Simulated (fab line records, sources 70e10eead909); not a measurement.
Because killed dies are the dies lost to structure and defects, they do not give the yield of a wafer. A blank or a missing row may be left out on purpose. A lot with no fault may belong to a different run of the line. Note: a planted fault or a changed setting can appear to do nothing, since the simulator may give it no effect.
Which tool is to blame? ; flow nand harc ; 14 lots with 42 wafers sampled at 4 steps, on a route of 1302 steps

WHAT EACH GAUGE READ, for each wafer
No reading from a measuring or inspecting step in the record can be judged against a usual standard deviation.

TOOL THAT RAN EACH LOT (tool first, then ch and the chambers of the sampled wafers, then the start)
lot;NHARC_A_BONDPAD_ANNEAL_28;NHARC_THIN_TSV_DEP_43;NHARC_THIN_TSV_DEVELOP_11;NHARC_THIN_TSV_ETCHBACK_48
L170;rtp anneal-02 ch 0, day 23 14:40;pecvd-04 ch 0,1,2, day 24 04:56;litho track-02 ch 0, day 24 05:00;rie diel-04 ch 0,2,3, day 24 08:13
L172;rtp anneal-01 ch 0, day 23 21:04;pecvd-03 ch 0,2, day 24 09:35;litho track-05 ch 0, day 24 10:00;rie diel-04 ch 1,2, day 24 12:39
L173;rtp anneal-01 ch 0, day 24 21:45;pecvd-03 ch 1,2, day 25 17:35;litho track-05 ch 0, day 25 18:00;rie diel-04 ch 0,2, day 25 20:41
L175;rtp anneal-01 ch 0, day 25 08:49;pecvd-04 ch 0,1, day 26 03:49;litho track-03 ch 0, day 26 04:00;rie diel-06 ch 0,1,2, day 26 06:50
L174;rtp anneal-02 ch 0, day 25 23:28;pecvd-03 ch 0,1,2, day 26 12:24;litho track-05 ch 0, day 26 12:00;rie diel-04 ch 0,1, day 26 15:19
L178;rtp anneal-01 ch 0, day 26 15:53;pecvd-03 ch 1,2, day 27 05:24;litho track-05 ch 0, day 27 06:00;rie diel-01 ch 0,2,3, day 27 08:28
L176;rtp anneal-01 ch 0, day 26 18:41;pecvd-01 ch 0,1, day 27 04:10;litho track-05 ch 0, day 27 04:00;rie diel-04 ch 0,1,3, day 27 07:17
L184;rtp anneal-01 ch 0, day 29 12:58;pecvd-04 ch 0,1, day 30 03:13;litho track-03, day 30 03:00;rie diel-01 ch 1,2, day 30 06:40
L185;rtp anneal-02 ch 0, day 29 14:50;pecvd-04 ch 0,1,2, day 30 04:29;litho track-03, day 30 05:00;rie diel-04 ch 2,3, day 30 07:51
L188;rtp anneal-02 ch 0, day 30 13:57;pecvd-04 ch 0,1,2, day 31 02:19;litho track-05 ch 0, day 31 02:00;rie diel-01 ch 0,3, day 31 05:14
L189;rtp anneal-01 ch 0, day 31 05:43;pecvd-01 ch 0,2, day 32 01:43;litho track-05 ch 0, day 32 02:00;rie diel-01 ch 1,2,3, day 32 04:52
L192;rtp anneal-01 ch 0, day 31 12:47;pecvd-04 ch 0,1,2, day 32 04:10;litho track-02 ch 0, day 32 04:00;rie diel-01 ch 0,2,3, day 32 07:13
L190;rtp anneal-02 ch 0, day 31 13:05;pecvd-03 ch 0,2, day 32 02:58;litho track-03 ch 0, day 32 03:00;rie diel-06 ch 0,1,3, day 32 05:58
L193;rtp anneal-01 ch 0, day 33 06:12;pecvd-04 ch 0,1,2, day 33 18:24;litho track-05 ch 0, day 33 18:00;rie diel-06 ch 0,1,2, day 33 21:17
- NHARC_A_BONDPAD_ANNEAL_28: time 90 s.
- NHARC_THIN_TSV_DEP_43: deposits SiO2, target thk 1328.5 nm.
- NHARC_THIN_TSV_DEVELOP_11: time 70 s.
- NHARC_THIN_TSV_ETCHBACK_48: etches the open film in C4F8/Ar, target depth 1028.5 nm, time 405.17 s.

AS READ BY THE TOOLS THEMSELVES (means over the sampled wafers that have a number; for cases with no such wafer, the mark the record gives instead)
NHARC_A_BONDPAD_ANNEAL_28. Usual: anneal temp c 224.97 C, standard deviation 0.17; wafer_temp_C_max 226.0, standard deviation 0.41.
lot;tool;anneal temp c (C);wafer_temp_C_max;flag
L170;rtp anneal-02;224.76;225.8;
L172;rtp anneal-01;224.99;226.4;
L173;rtp anneal-01;225.14;226.3;
L175;rtp anneal-01;224.86;226.2;
L174;rtp anneal-02;225.20;225.7;
L178;rtp anneal-01;224.95;226.3;
L176;rtp anneal-01;225.03;226.0;
L184;rtp anneal-01;224.97;226.5;
L185;rtp anneal-02;225.06;225.9;
L188;rtp anneal-02;224.82;225.7;
L189;rtp anneal-01;225.01;226.1;
L192;rtp anneal-01;224.96;226.4;
L190;rtp anneal-02;224.91;225.8;
L193;rtp anneal-01;225.02;226.1;

NHARC_THIN_TSV_DEP_43. Usual: 16.0 % for throttle valve pct, sd 0.53.
lot;tool;throttle valve pct (%);flag
L170;pecvd-04;16.4;
L172;pecvd-03;15.6;
L173;pecvd-03;15.6;
L175;pecvd-04;16.1;
L174;pecvd-03;15.7;
L178;pecvd-03;15.8;
L176;pecvd-01;15.7;
L184;pecvd-04;16.2;
L185;pecvd-04;16.4;
L188;pecvd-04;16.6;
L189;pecvd-01;15.4;
L192;pecvd-04;16.5;
L190;pecvd-03;15.8;
L193;pecvd-04;16.6;

NHARC_THIN_TSV_DEVELOP_11. Usual: chill plate temp C 23.01 C, standard deviation 0.1; exhaust pa 44.9 Pa, standard deviation 0.91.
lot;tool;chill plate temp C (C);exhaust pa (Pa);flag
L170;litho track-02;23.10;45.7;
L172;litho track-05;23.02;44.6;
L173;litho track-05;22.97;44.3;
L175;litho track-03;22.98;45.1;
L174;litho track-05;22.99;45.7;
L178;litho track-05;23.03;45.0;
L176;litho track-05;23.11;46.3;
L184;litho track-03;-;-;OFF
L185;litho track-03;-;-;OFF
L188;litho track-05;22.88;45.2;
L189;litho track-05;22.92;45.4;
L192;litho track-02;23.01;45.2;
L190;litho track-03;22.96;44.1;
L193;litho track-05;23.00;45.3;

NHARC_THIN_TSV_ETCHBACK_48. Usual: bias w 300.0 W, standard deviation 0.91; oes product au 0.95 a.u., standard deviation 0.034; rf vpp V 546.5 V, standard deviation 2.5.
lot;tool;bias w (W);oes product au (a.u.);rf vpp V (V);flag
L170;rie diel-04;300.3;0.97;545.7;
L172;rie diel-04;300.6;1.00;548.6;
L173;rie diel-04;300.5;0.93;547.2;
L175;rie diel-06;299.8;0.91;547.5;
L174;rie diel-04;300.0;0.93;549.6;
L178;rie diel-01;300.0;0.92;544.9;
L176;rie diel-04;300.7;0.93;546.8;
L184;rie diel-01;300.4;0.92;546.0;
L185;rie diel-04;300.0;0.93;545.1;
L188;rie diel-01;300.6;0.93;544.2;
L189;rie diel-01;299.7;0.99;544.7;
L192;rie diel-01;299.0;1.00;543.8;
L190;rie diel-06;299.7;0.92;547.8;
L193;rie diel-06;300.9;0.97;547.3;

THE ANSWER, worked out from the rows above alone
Rule: take the mean of a lot's wafers that have a number; if it is more than 3 standard deviations from the usual mean, the lot is off. Also off: a lot with no number at a reading for which 4 or more lots have one. All remaining lots with rows at the step are treated as sound. First the gauges in route order, then the tools' own readings, where a lot's mean is used as printed above. The first step at which some lot is off is used, and at that step the reading that is off furthest; a lot without a number counts as furthest.
Off at NHARC_THIN_TSV_DEVELOP_11 (chill plate temp C): L184, L185. Without a number there: L184, L185.
A tool fits if, at that step or a process step before it, it ran every lot that is off, and no sound lot after the first of them. Not one of the candidates tried fits.

WHAT THE SIMULATOR PUT IN
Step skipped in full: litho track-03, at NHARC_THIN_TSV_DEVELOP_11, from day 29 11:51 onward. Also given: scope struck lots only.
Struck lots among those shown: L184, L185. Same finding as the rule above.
